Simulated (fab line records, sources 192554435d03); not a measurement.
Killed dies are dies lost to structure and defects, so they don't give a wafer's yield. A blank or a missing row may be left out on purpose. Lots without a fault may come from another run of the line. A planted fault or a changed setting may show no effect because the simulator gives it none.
Chamber matching | flow n5_finfet | N5_PMOS_HMC_CHANNEL_EPI_ETCH_38 on rie_si-06: 4 sister chambers
The step etches SiO2 in CF4, target depth 1.5 nm. 4 wafers are shown with their chamber, then 8 later ones without.

WAFERS WITH THEIR CHAMBER
wafer  | chamber | drypump_motor_current_A (A)
L078.3 | 2       | 5.4
L092.5 | 1       | 6.6
L093.1 | 0       | 6.1
L094.1 | 3       | 4.9

WAFERS WITHOUT THEIR CHAMBER
wafer  | drypump_motor_current_A (A)
L094.2 | 5.4
L094.5 | 6.7
L095.2 | 6.6
L095.3 | 6.2
L095.6 | 4.8
L096.4 | 5.4
L096.5 | 4.9
L096.6 | 5.4

WHICH CHAMBER EACH WENT THROUGH
wafer  | from the rows above | in truth
L094.2 | 2                   | 2
L094.5 | 1                   | 1
L095.2 | 1                   | 1
L095.3 | 0                   | 0
L095.6 | 3                   | 3
L096.4 | 2                   | 2
L096.5 | 3                   | 3
L096.6 | 2                   | 2
Placed correctly: 8 of 8. Can't be placed from these rows: 0. Placed wrongly: 0.
How it was worked out, from the rows above alone: a wafer's distance from a chamber is the root of the sum, over the readings, of the square of ((its reading less the chamber's mean) divided by the reading's scatter). The wafer belongs to the nearest chamber; if the next one is less than 2 further off, it can't be placed. A chamber's mean is the mean of its shown wafers. The scatter: with one shown wafer a chamber, the root of the mean of the squares of how far each hidden wafer lies from its nearest shown one.
